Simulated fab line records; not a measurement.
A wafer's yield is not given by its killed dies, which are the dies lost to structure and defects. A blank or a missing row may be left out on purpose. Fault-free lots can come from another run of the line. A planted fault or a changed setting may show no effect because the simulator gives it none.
Chamber matching -- flow nandHarc -- rieDiel-07 running NHARC_A_CHANNEL_FILL_D1_ETCHBACK_20: 4 sister chambers
The step etches the open film in C4F8/O2/Ar, target depth 27 nm, time 13.5 s. 4 wafers are shown with their chamber, then 9 later ones without.

## WAFERS, EACH WITH ITS CHAMBER
wafer,chamber,rfVppV (V)
L083.5,2,985
L089.1,3,980
L089.3,1,974
L089.6,0,979

## WAFERS WHOSE CHAMBER IS MISSING
wafer,rfVppV (V)
L090.2,975
L090.4,980
L090.5,984
L094.1,979
L094.4,979
L094.6,983
L097.1,979
L097.2,983
L097.6,979

## WHICH CHAMBER EACH ONE RAN IN
wafer,from the rows above,in truth
L090.2,1,1
L090.4,can't be placed: 3 or 0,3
L090.5,2,2
L094.1,can't be placed: 0 or 3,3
L094.4,can't be placed: 0 or 3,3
L094.6,can't be placed: 2 or 3 or 0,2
L097.1,can't be placed: 0 or 3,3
L097.2,can't be placed: 2 or 3 or 0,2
L097.6,can't be placed: 0 or 3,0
Correct placement for 2 of the 9. These rows do not allow placing 7 (true chamber among the candidates in 7). 0 placed wrongly.
How it was worked out, from the rows above alone: a wafer's distance from a chamber is the root of the sum, over the readings, of the square of ((its reading less the chamber's mean) divided by the reading's scatter). The wafer belongs to the nearest chamber; if the next one is less than 2 further off, it can't be placed. A chamber's mean is the mean of its shown wafers. The scatter: root of mean squared gap, hidden wafer to nearest shown wafer, with one shown wafer a chamber.
